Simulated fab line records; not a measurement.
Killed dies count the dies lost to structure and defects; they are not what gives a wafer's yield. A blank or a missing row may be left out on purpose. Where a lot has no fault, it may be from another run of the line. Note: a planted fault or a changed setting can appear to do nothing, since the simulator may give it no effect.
Chamber matching ; flow nand harc ; 3 sister chambers for NHARC_A_M0_DEP_32 on pecvd-02
The step deposits SiCN, target thk 30 nm. 3 wafers are shown with their chamber, then 11 later ones without.

WAFERS, EACH WITH ITS CHAMBER
wafer;chamber;heater power w (W)
L089.4;2;605
L089.5;0;496
L091.1;1;462

WAFERS WITHOUT THEIR CHAMBER
wafer;heater power w (W)
L091.4;454
L091.5;546
L093.2;623
L093.3;487
L093.6;534
L095.2;555
L095.3;519
L095.6;566
L097.3;437
L097.4;565
L097.6;518

CHAMBER TAKEN BY EACH
wafer;from the rows above;in truth
L091.4;can't be placed: 1 or 0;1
L091.5;can't be placed: 0 or 2 or 1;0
L093.2;2;2
L093.3;can't be placed: 0 or 1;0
L093.6;can't be placed: 0 or 2 or 1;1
L095.2;can't be placed: 2 or 0 or 1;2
L095.3;can't be placed: 0 or 1 or 2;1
L095.6;can't be placed: 2 or 0 or 1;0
L097.3;can't be placed: 1 or 0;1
L097.4;can't be placed: 2 or 0 or 1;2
L097.6;can't be placed: 0 or 1 or 2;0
1 of 11 placed correctly. These rows do not allow placing 10 (true chamber among the candidates in 10). 0 placed wrongly.
How it was worked out, from the rows above alone: a wafer's distance from a chamber is the root of the sum, over the readings, of the square of ((its reading less the chamber's mean) divided by the reading's scatter). If the next closest chamber is less than 2 further off than the closest, the wafer can't be placed; otherwise it belongs to the closest. The mean given for a chamber averages the wafers shown for that chamber. The scatter: root of mean squared gap, hidden wafer to nearest shown wafer, with one shown wafer a chamber.
